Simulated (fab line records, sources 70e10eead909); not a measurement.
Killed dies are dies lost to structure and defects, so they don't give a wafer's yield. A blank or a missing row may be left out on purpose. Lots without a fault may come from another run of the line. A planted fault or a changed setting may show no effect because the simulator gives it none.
Chamber matching | flow nand_harc | NHARC_A_ZERO_WELL_DESCUM_12 on rie_diel-13: 4 sister chambers
The step chemistry O2, time 3 s. 20 wafers are shown with their chamber, then 10 later ones without.

WAFERS WITH THEIR CHAMBER
wafer  | chamber | drypump_motor_current_A (A) | oes_product_au (a.u.) | rf_vpp_V (V)
L876.3 | 1       | 6.3                         | 1.014                 | 56.6
L876.5 | 0       | 5.8                         | 0.990                 | 58.7
L876.6 | 1       | 6.3                         | 1.015                 | 57.3
L877.2 | 3       | 5.2                         | 0.991                 | 57.3
L877.4 | 1       | 6.3                         | 1.010                 | 55.0
L877.5 | 0       | 5.8                         | 0.985                 | 55.2
L879.1 | 1       | 6.3                         | 1.023                 | 57.8
L879.4 | 0       | 5.8                         | 1.012                 | 56.9
L879.6 | 2       | 6.1                         | 1.010                 | 58.3
L881.1 | 0       | 5.8                         | 0.988                 | 58.2
L881.3 | 1       | 6.3                         | 0.995                 | 57.6
L881.5 | 3       | 5.2                         | 0.975                 | 56.6
L886.1 | 0       | 5.7                         | 1.015                 | 57.1
L886.3 | 3       | 5.2                         | 0.976                 | 57.1
L886.6 | 1       | 6.3                         | 1.002                 | 56.6
L888.1 | 0       | 5.8                         | 1.009                 | 56.4
L888.2 | 3       | 5.2                         | 0.981                 | 57.0
L888.3 | 1       | 6.3                         | 1.003                 | 56.7
L892.1 | 3       | 5.2                         | 0.987                 | 57.4
L892.5 | 1       | 6.3                         | 0.999                 | 58.0

SIGNATURES (means of the wafers above)
reading                 | chamber 0 | chamber 1 | chamber 2 | chamber 3 | scatter within a chamber
drypump_motor_current_A | 5.783     | 6.300     | 6.100     | 5.200     | 0.0228
oes_product_au          | 0.99983   | 1.00762   | 1.01000   | 0.98200   | 0.0104
rf_vpp_V                | 57.083    | 56.950    | 58.300    | 57.080    | 0.961
Rule: a wafer's distance from a chamber is the root of the sum, over the readings, of the square of ((its reading less the chamber's mean) divided by the reading's scatter). The wafer belongs to the nearest chamber; if the next one is less than 2 further off, it can't be placed. The scatter: the root of (the sum of the squares of (reading less its chamber's mean) over the shown wafers, divided by (wafers less chambers)).

WAFERS WITHOUT THEIR CHAMBER
wafer  | drypump_motor_current_A (A) | oes_product_au (a.u.) | rf_vpp_V (V)
L892.6 | 6.2                         | 1.008                 | 58.6
L896.2 | 6.2                         | 0.996                 | 59.3
L896.4 | 5.2                         | 1.006                 | 57.6
L896.5 | 6.2                         | 1.010                 | 59.9
L897.1 | 6.3                         | 1.013                 | 56.5
L897.2 | 6.2                         | 0.993                 | 57.8
L897.4 | 5.8                         | 1.009                 | 57.0
L898.1 | 5.2                         | 1.009                 | 57.0
L898.2 | 6.3                         | 1.011                 | 58.0
L898.3 | 6.1                         | 0.996                 | 58.1

WHICH CHAMBER EACH WENT THROUGH
wafer  | from the rows above     | in truth
L892.6 | can't be placed: 2 or 1 | 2
L896.2 | can't be placed: 2 or 1 | 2
L896.4 | 3                       | 3
L896.5 | can't be placed: 2 or 1 | 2
L897.1 | 1                       | 1
L897.2 | can't be placed: 1 or 2 | 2
L897.4 | 0                       | 0
L898.1 | 3                       | 3
L898.2 | 1                       | 1
L898.3 | 2                       | 2
Placed correctly: 6 of 10. Can't be placed from these rows: 4 (the true chamber is among the candidates in 4). Placed wrongly: 0.
